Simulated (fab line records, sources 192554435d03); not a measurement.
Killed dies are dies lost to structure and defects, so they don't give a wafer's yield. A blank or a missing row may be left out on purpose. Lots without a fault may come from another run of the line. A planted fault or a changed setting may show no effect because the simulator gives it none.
Chamber matching | flow n5_finfet | N5_BEOL_M8_CMP_52 on cmp-03: 4 sister chambers
The step polishes, stops on SiCOH lowk, t overpolish 6.9 s, target thk 80 nm. 8 wafers are shown with their chamber, then 7 later ones without.

WAFERS WITH THEIR CHAMBER
wafer  | chamber | motor_current_A (A) | time_to_endpoint_s (s)
L078.6 | 0       | 5.7                 | 67
L085.4 | 2       | 5.4                 | 55
L085.5 | 1       | 5.1                 | 65
L090.1 | 0       | 5.5                 | 59
L090.2 | 2       | 5.3                 | 56
L090.3 | 3       | 6.3                 | 60
L092.1 | 1       | 5.5                 | 66
L092.4 | 3       | 6.4                 | 63

WAFERS WITHOUT THEIR CHAMBER
wafer  | motor_current_A (A) | time_to_endpoint_s (s)
L092.5 | 6.4                 | 60
L095.2 | 5.5                 | 63
L095.4 | 5.3                 | 57
L095.5 | 6.7                 | 61
L096.3 | 5.2                 | 64
L096.4 | 5.5                 | 56
L096.6 | 6.7                 | 58

WHICH CHAMBER EACH WENT THROUGH
wafer  | from the rows above     | in truth
L092.5 | 3                       | 3
L095.2 | can't be placed: 0 or 1 | 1
L095.4 | 2                       | 2
L095.5 | 3                       | 3
L096.3 | can't be placed: 1 or 0 | 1
L096.4 | can't be placed: 2 or 0 | 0
L096.6 | 3                       | 3
Placed correctly: 4 of 7. Can't be placed from these rows: 3 (the true chamber is among the candidates in 3). Placed wrongly: 0.
How it was worked out, from the rows above alone: a wafer's distance from a chamber is the root of the sum, over the readings, of the square of ((its reading less the chamber's mean) divided by the reading's scatter). The wafer belongs to the nearest chamber; if the next one is less than 2 further off, it can't be placed. A chamber's mean is the mean of its shown wafers. The scatter: the root of (the sum of the squares of (reading less its chamber's mean) over the shown wafers, divided by (wafers less chambers)).
